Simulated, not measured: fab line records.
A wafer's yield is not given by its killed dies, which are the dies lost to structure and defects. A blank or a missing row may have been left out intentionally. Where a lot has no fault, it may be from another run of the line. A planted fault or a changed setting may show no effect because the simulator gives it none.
fab line records    flow n5_finfet
[record] lots = 10  wafers = 30  last_day = 19
route steps=1938 shown BEOL_M11@1571
lots untouched by any fault: they come from a run of this same line in which no faults occurred
start_h: start of the lot's first displayed wafer, in hours after the record's first day    wait_h: hours elapsed since this lot's preceding step    " repeats the value in the row above    L1.1+2: several wafers, shown together as one row    - either no value or no given start    * or withheld: withheld    < > ~ a bound
route shown NAME@n: NAME is a module with steps in the file, n the number in the route of the first one    usual: average and standard deviation across the fault-free wafers    same: alike in all rows    chamber/n: place in a boat    sites: each site's reading    _std_site: the standard deviation of these    _edge_site: mean of outer sites minus mean of inner sites    radius_mm: how far each site lies from the wafer's centre    mask NAME#n: copy n    behind: the tool/chamber that last shaped the wafer    hold: reason for holding the lot/hours on hold/outcome of the hold    device: transistor that didn't switch, given as n, p or np    end of line: tests of these same wafers at the route's end    where a step has no rows: the recipe by itself    killed: the dies lost at the first sort to structure and to defects; this is not the yield of the wafer    map: shows each die of a wafer: x if killed, . if not, _ if none is there
set.NAME: the setting that was run; set.NAME@STEP: the one run at that earlier step    model.NAME: the simulator's own value behind a step, which no gauge read
steps of the route over a sample of lots; a table a step, a row a wafer
services: a tool's chamber out of use, with start hour (start_h, from the record's first day; less than 0 if before it), hours out, and reason
[[steps]]
[step N5_BEOL_M11_DESCUM_33]
[recipe] chemistry = O2  time_s = 7.9  source_power_w = 50  bias_power_w = 20  pressure_mtorr = 20  rf_frequency_hz = 2.712e+07  temp_c = 40  resist = CAR-ArF  o2_flow_sccm = 225
[usual] drypump_motor_current_A = 5.8/0.57  oes_product_au = 0.78/0.076  rf_vpp_V = 243.1/1.2  showerhead_plenum_p_Torr = 2.09/0.064  throttle_valve_pct = 20.55/0.2
lot.wafer  tool         chamber  start_h  wait_h  drypump_motor_current_A  oes_product_au  rf_hours_counter_h  rf_vpp_V  showerhead_plenum_p_Torr  throttle_valve_pct
L337.3     rie_diel-03  3        264.42   0.0     5.4                      0.86            64                  245.5     2.12                      20.53
L337.4     "            2        "        "       5.0                      0.74            171                 243.4     2.17                      20.46
L337.5     "            3        "        "       5.4                      0.86            -                   243.9     2.12                      20.51
L338.2     rie_diel-01  0        297.23   0.0     6.6                      0.77            128                 242.3     2.02                      20.86
L338.4     "            3        "        "       6.0                      0.88            41                  241.3     2.04                      20.56
L338.6     "            1        "        "       6.3                      0.72            -                   241.2     2.10                      20.55
L340.1     rie_diel-03  0        311.79   0.0     5.6                      0.70            229                 241.6     2.07                      20.77
L340.2     "            2        "        "       5.0                      0.73            180                 243.6     2.16                      20.48
L340.5     "            0        "        "       5.6                      0.69            -                   241.5     2.07                      20.77
L343.1     rie_diel-06  3        328.71   0.0     5.2                      0.77            98                  242.8     2.12                      20.81
L343.2     "            1        "        "       5.2                      0.89            25                  243.2     2.14                      20.30
L343.5     "            2        "        "       6.4                      0.72            -                   243.0     1.99                      20.53
L344.1     rie_diel-06  1        331.00   0.0     5.2                      0.91            26                  244.5     2.14                      20.30
L344.3     "            3        "        "       5.2                      0.77            98                  244.1     2.12                      20.81
L344.4     "            0        "        "       6.4                      0.92            8                   243.5     2.15                      20.53
L346.1     rie_diel-03  2        334.35   0.0     5.0                      0.73            186                 244.1     2.16                      20.51
L346.5     "            2        "        "       5.0                      0.72            -                   243.6     2.16                      20.51
L346.6     "            3        "        "       5.4                      0.83            -                   242.4     2.12                      20.56
L345.3     rie_diel-06  3        340.56   0.7     5.2                      0.77            101                 243.5     2.12                      20.82
L345.5     "            1        "        "       5.2                      0.91            -                   245.2     2.14                      20.29
L345.6     "            0        "        "       6.4                      0.92            -                   242.5     2.15                      20.54
L349.2     rie_diel-06  2        353.17   0.0     6.4                      0.73            201                 240.1     1.99                      20.55
L349.3     "            1        "        "       5.2                      0.90            34                  243.1     2.14                      20.29
L349.6     "            1        "        "       5.2                      0.90            -                   244.6     2.14                      20.28
L354.1     rie_diel-06  1        383.13   0.0     5.2                      0.88            42                  244.0     2.13                      20.30
L354.3     "            3        "        "       5.2                      0.76            116                 243.3     2.11                      20.85
L354.4     "            0        "        "       6.4                      0.88            25                  243.6     2.14                      20.56
L359.1     rie_diel-06  0        418.46   0.4     6.4                      0.86            37                  244.2     2.14                      20.57
L359.3     "            1        "        "       5.2                      0.86            54                  243.6     2.13                      20.33
L359.6     "            0        "        "       6.4                      0.86            -                   244.5     2.14                      20.57
[step N5_BEOL_M11_TRENCH_ETCH_37]
[recipe] chemistry = C4F6/O2  target_depth_a = 1488.3  target = SiCOH_lowk  time_s = 48  ion_energy_ev = 250  pressure_mtorr = 30  source_w = 345  bias_w = 185  Ar_flow_sccm = 300  C4F6_flow_sccm = 10  O2_flow_sccm = 10
[usual] drypump_motor_current_A = 5.8/0.57  oes_o_777_au = 0.78/0.075  oes_product_au = 0.78/0.076  rf_vpp_V = 667/6.9  run_length_s = 71.2/0.34  showerhead_plenum_p_Torr = 2.84/0.084  throttle_valve_pct = 21.03/0.21
lot.wafer  tool         chamber  start_h  wait_h  drypump_motor_current_A  oes_o_777_au  oes_product_au  rf_hours_counter_h  rf_vpp_V  run_length_s  showerhead_plenum_p_Torr  throttle_valve_pct
L337.3     rie_diel-03  3        264.73   -       5.3                      0.85          0.85            65                  669       71.1          2.87                      20.95
L337.4     "            2        "        "       5.0                      0.73          0.74            171                 678       70.9          2.96                      21.07
L337.5     "            3        "        "       5.3                      0.84          0.85            -                   672       71.3          2.87                      20.94
L338.2     rie_diel-01  0        297.54   -       6.6                      0.76          0.77            128                 668       71.5          2.75                      21.34
L338.4     "            3        "        "       6.0                      0.90          0.89            41                  658       70.5          2.78                      21.02
L338.6     "            1        "        "       6.3                      0.74          0.72            -                   668       71.4          2.83                      20.92
L340.1     rie_diel-03  0        312.10   -       5.5                      0.70          0.69            229                 663       71.8          2.82                      21.23
L340.2     "            2        "        "       5.0                      0.72          0.73            180                 678       71.2          2.96                      21.10
L340.5     "            0        "        "       5.6                      0.70          0.69            -                   663       71.8          2.82                      21.24
L343.1     rie_diel-06  3        329.02   -       5.2                      0.78          0.78            98                  669       70.9          2.86                      21.20
L343.2     "            1        "        "       5.2                      0.89          0.91            25                  673       71.3          2.89                      20.72
L343.5     "            2        "        "       6.4                      0.75          0.74            -                   657       71.2          2.73                      21.12
L344.1     rie_diel-06  1        331.31   -       5.2                      0.88          0.90            26                  674       71.3          2.89                      20.72
L344.3     "            3        "        "       5.2                      0.79          0.78            98                  669       70.9          2.86                      21.21
L344.4     "            0        "        "       6.4                      0.95          0.92            8                   670       71.0          2.92                      21.00
L346.1     rie_diel-03  2        334.67   -       5.0                      0.72          0.73            186                 679       71.5          2.95                      21.12
L346.5     "            2        "        "       5.0                      0.72          0.73            -                   677       71.1          2.95                      21.10
L346.6     "            3        "        "       5.4                      0.82          0.84            -                   671       71.0          2.87                      20.96
L345.3     rie_diel-06  3        340.87   -       5.2                      0.78          0.77            101                 668       70.8          2.86                      21.20
L345.5     "            1        "        "       5.2                      0.87          0.89            -                   675       71.6          2.89                      20.76
L345.6     "            0        "        "       6.4                      0.93          0.92            -                   671       71.2          2.91                      21.00
L349.2     rie_diel-06  2        353.48   -       6.4                      0.74          0.72            201                 659       71.6          2.73                      21.13
L349.3     "            1        "        "       5.2                      0.87          0.88            34                  673       71.5          2.89                      20.73
L349.6     "            1        "        "       5.2                      0.87          0.88            -                   673       71.7          2.89                      20.73
L354.1     rie_diel-06  1        383.44   -       5.2                      0.85          0.88            42                  672       69.2          2.88                      20.74
L354.3     "            3        "        "       5.2                      0.76          0.76            116                 666       68.1          2.85                      21.22
L354.4     "            0        "        "       6.4                      0.89          0.88            26                  671       68.4          2.91                      21.02
L359.1     rie_diel-06  0        418.77   -       6.5                      0.88          0.87            37                  670       68.7          2.90                      21.06
L359.3     "            1        "        "       5.2                      0.84          0.86            54                  673       69.3          2.88                      20.76
L359.6     "            0        "        "       6.5                      0.88          0.87            -                   670       68.3          2.90                      21.05
[step N5_BEOL_M11_STRIP_77]
[recipe] chemistry = N2/H2  time_s = 10  power_w = 450  temp_c = 40  pressure_mtorr = 20  rf_frequency_hz = 6e+07  bias_power_w = 7  n2_flow_sccm = 200  h2_flow_sccm = 200
[usual] drypump_motor_current_A = 5.8/0.57  oes_product_au = 0.78/0.075  rf_vpp_V = 59.2/0.92  showerhead_plenum_p_Torr = 2.53/0.079  throttle_valve_pct = 23.80/0.2
lot.wafer  tool         chamber  start_h  wait_h  drypump_motor_current_A  oes_product_au  rf_hours_counter_h  rf_vpp_V  showerhead_plenum_p_Torr  throttle_valve_pct
L337.3     rie_diel-03  3        -        -       5.4                      0.86            65                  58.3      2.58                      23.76
L337.4     "            2        "        "       5.0                      0.74            171                 58.8      2.63                      23.65
L337.5     "            3        "        "       5.4                      0.85            -                   58.2      2.58                      23.79
L338.2     rie_diel-01  0        -        -       6.6                      0.77            128                 58.8      2.44                      24.00
L338.4     "            3        "        "       6.0                      0.88            41                  59.1      2.47                      23.68
L338.6     "            1        "        "       6.3                      0.73            -                   61.0      2.52                      23.71
L340.1     rie_diel-03  0        -        -       5.5                      0.70            229                 60.0      2.50                      23.85
L340.2     "            2        "        "       5.0                      0.73            180                 58.5      2.63                      23.68
L340.5     "            0        "        "       5.6                      0.70            -                   57.8      2.50                      23.83
L343.1     rie_diel-06  3        -        -       5.2                      0.77            98                  57.8      2.56                      24.11
L343.2     "            1        "        "       5.2                      0.91            26                  58.7      2.59                      23.42
L343.5     "            2        "        "       6.4                      0.73            -                   57.7      2.42                      23.87
L344.1     rie_diel-06  1        -        -       5.2                      0.90            26                  59.2      2.59                      23.43
L344.3     "            3        "        "       5.2                      0.76            99                  59.1      2.56                      24.11
L344.4     "            0        "        "       6.5                      0.91            8                   58.1      2.60                      23.86
L346.1     rie_diel-03  2        -        -       5.0                      0.73            186                 59.5      2.63                      23.67
L346.5     "            2        "        "       5.0                      0.73            -                   59.9      2.63                      23.68
L346.6     "            3        "        "       5.4                      0.84            -                   58.9      2.57                      23.79
L345.3     rie_diel-06  3        -        -       5.2                      0.77            101                 60.8      2.56                      24.11
L345.5     "            1        "        "       5.2                      0.89            -                   59.0      2.59                      23.44
L345.6     "            0        "        "       6.5                      0.91            -                   58.6      2.60                      23.88
L349.2     rie_diel-06  2        -        -       6.4                      0.73            201                 58.3      2.41                      23.87
L349.3     "            1        "        "       5.2                      0.89            34                  59.7      2.58                      23.43
L349.6     "            1        "        "       5.2                      0.89            -                   60.4      2.58                      23.44
L354.1     rie_diel-06  1        -        -       5.2                      0.89            42                  60.6      2.58                      23.45
L354.3     "            3        "        "       5.2                      0.76            116                 60.8      2.55                      24.13
L354.4     "            0        "        "       6.4                      0.89            26                  60.0      2.59                      23.88
L359.1     rie_diel-06  0        -        -       6.5                      0.87            37                  59.4      2.58                      23.90
L359.3     "            1        "        "       5.2                      0.85            54                  58.0      2.57                      23.46
L359.6     "            0        "        "       6.4                      0.87            -                   59.9      2.58                      23.89
[step N5_BEOL_M11_OCD_MEAS_38]
[usual] trench_depth_nm = 148.5/2.2
lot.wafer  tool    chamber  start_h  wait_h  trench_depth_nm
L337.3     ocd-01  -        264.91   -       149.8
L337.4     "       -        "        "       146.4
L337.5     "       -        "        "       149.3
L338.2     ocd-01  -        297.72   -       148.0
L338.4     "       -        "        "       150.2
L338.6     "       -        "        "       146.4
L340.1     ocd-01  -        312.28   -       145.4
L340.2     "       -        "        "       145.6
L340.5     "       -        "        "       145.4
L343.1     ocd-02  -        329.20   -       149.4
L343.2     "       -        "        "       150.7
L343.5     "       -        "        "       147.9
L344.1     ocd-01  -        331.49   -       150.8
L344.3     "       -        "        "       148.9
L344.4     "       -        "        "       151.7
L346.1     ocd-01  -        334.85   -       147.8
L346.5     "       -        "        "       146.7
L346.6     "       -        "        "       149.8
L345.3     ocd-02  -        341.06   -       147.5
L345.5     "       -        "        "       150.7
L345.6     "       -        "        "       151.9
L349.2     ocd-01  -        353.66   -       145.0
L349.3     "       -        "        "       149.8
L349.6     "       -        "        "       150.3
L354.1     ocd-02  -        383.62   -       142.7
L354.3     "       -        "        "       140.0
L354.4     "       -        "        "       141.6
L359.1     ocd-01  -        418.95   -       144.0
L359.3     "       -        "        "       145.1
L359.6     "       -        "        "       144.6
[step N5_BEOL_M11_PRE_CLEAN_45]
[recipe] gas = H2/He  time_s = 30  temp_c = 250
[usual] heater_power_w = 333/30  susceptor_temp_C = 250.01/0.18
lot.wafer  tool            chamber  start_h  wait_h  heater_power_w  susceptor_temp_C
L337.3     pvd_sputter-01  -        265.77   0.0     294             250.38
L337.4     "               -        "        "       374             250.03
L337.5     "               -        "        "       291             250.29
L338.2     pvd_sputter-03  -        299.73   0.0     298             249.95
L338.4     "               -        "        "       370             249.89
L338.6     "               -        "        "       303             250.13
L340.1     pvd_sputter-03  -        313.17   0.0     293             249.80
L340.2     "               -        "        "       366             249.97
L340.5     "               -        "        "       356             249.85
L343.1     pvd_sputter-02  -        330.15   0.0     331             250.16
L343.2     "               -        "        "       310             250.08
L343.5     "               -        "        "       313             250.13
L344.1     pvd_sputter-02  -        332.41   0.0     314             250.18
L344.3     "               -        "        "       331             249.62
L344.4     "               -        "        "       341             249.87
L346.1     pvd_sputter-01  -        335.69   0.0     297             249.94
L346.5     "               -        "        "       367             249.88
L346.6     "               -        "        "       372             249.77
L345.3     pvd_sputter-02  -        342.88   0.0     326             250.53
L345.5     "               -        "        "       339             249.96
L345.6     "               -        "        "       309             250.31
L349.2     pvd_sputter-03  -        354.46   0.0     290             249.94
L349.3     "               -        "        "       365             250.17
L349.6     "               -        "        "       298             249.93
L354.1     pvd_sputter-02  -        384.78   0.0     330             250.08
L354.3     "               -        "        "       338             250.14
L354.4     "               -        "        "       307             249.90
L359.1     pvd_sputter-01  -        420.10   0.0     303             249.99
L359.3     "               -        "        "       329             250.09
L359.6     "               -        "        "       331             250.25
[[services]]
tool            chamber  start_h  hours  kind
rie_diel-01     2        247.05   9.9    repair
rie_diel-06     3        281.08   5.0    repair
rie_diel-06     1        284.55   4.9    repair
rie_diel-06     0        289.47   -      clean
rie_diel-06     0        289.47   -      consumable_replace:focus_ring
rie_diel-06     0        289.47   12.7   scheduled_down
rie_diel-06     0        289.47   12.7   vent_cycle
rie_diel-03     -        293.56   16.0   repair
rie_diel-03     0        385.10   -      clean
rie_diel-03     0        385.10   -      consumable_replace:focus_ring
rie_diel-03     0        385.10   14.8   scheduled_down
rie_diel-03     0        385.10   14.8   vent_cycle
rie_diel-03     -        403.77   0.4    repair
pvd_sputter-03  -        415.65   1.7    repair
[[key]]
[first_sign] step = N5_BEOL_M11_TRENCH_ETCH_37  reading = run_length_s  direction = down  sigmas = 7.5  usual = *  struck = *
[effect] step = N5_BEOL_M11_OCD_MEAS_38  reading = trench_depth_nm  direction = down  sigmas = 2.5  usual = 148.5  struck = 143.0
met_at N5_BEOL_M11_TRENCH_ETCH_37
struck_lots L354,L359
not_acting_at N5_BEOL_M11_DESCUM_33,N5_BEOL_M11_STRIP_77,N5_BEOL_M11_PRE_CLEAN_45
onset_between 353.48 383.44
[fault] kind = process_parameter_drift  tool = rie_diel-06  chamber = -  onset_h = 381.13  steps = N5_BEOL_M11_TRENCH_ETCH_37  channel = time_s  offset = *  shape = step  end_h = 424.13  acts_in = *  stated = *
